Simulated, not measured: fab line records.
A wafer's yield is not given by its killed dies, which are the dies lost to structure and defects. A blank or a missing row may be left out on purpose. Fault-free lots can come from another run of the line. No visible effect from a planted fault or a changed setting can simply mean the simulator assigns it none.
Matching of chambers | flow n5 finfet | 4 sister chambers for N5_BEOL_M7_ETCH_62 on rie diel-02
The step etches SOC in N2/H2, target depth 110 nm, overetch 22 nm, time 165 s. 4 wafers are shown with their chamber, then 8 later ones without.

## WAFERS, EACH WITH ITS CHAMBER
wafer  | chamber | showerhead plenum p Torr (Torr)
L085.5 | 2       | 2.56
L088.3 | 0       | 2.69
L088.5 | 3       | 2.53
L089.1 | 1       | 2.49

## WAFERS MISSING THEIR CHAMBER
wafer  | showerhead plenum p Torr (Torr)
L089.2 | 2.69
L089.4 | 2.56
L095.1 | 2.55
L095.3 | 2.48
L095.4 | 2.48
L094.1 | 2.55
L094.4 | 2.52
L094.6 | 2.48

## CHAMBER TAKEN BY EACH
wafer  | from the rows above     | in truth
L089.2 | 0                       | 0
L089.4 | 2                       | 2
L095.1 | can't be placed: 2 or 3 | 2
L095.3 | 1                       | 1
L095.4 | 1                       | 1
L094.1 | can't be placed: 2 or 3 | 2
L094.4 | 3                       | 3
L094.6 | 1                       | 1
6 of 8 placed correctly. Unplaceable from these rows: 2, with the true chamber sitting among the candidates in 2. 0 placed wrongly.
How it was worked out, from the rows above alone: a wafer's distance from a chamber is the root of the sum, over the readings, of the square of ((its reading less the chamber's mean) divided by the reading's scatter). If the next closest chamber is less than 2 further off than the closest, the wafer can't be placed; otherwise it belongs to the closest. A chamber's mean is the mean of its shown wafers. The scatter (one wafer shown for each chamber): square how far every hidden wafer sits from the nearest shown wafer, average those squares and take the square root.
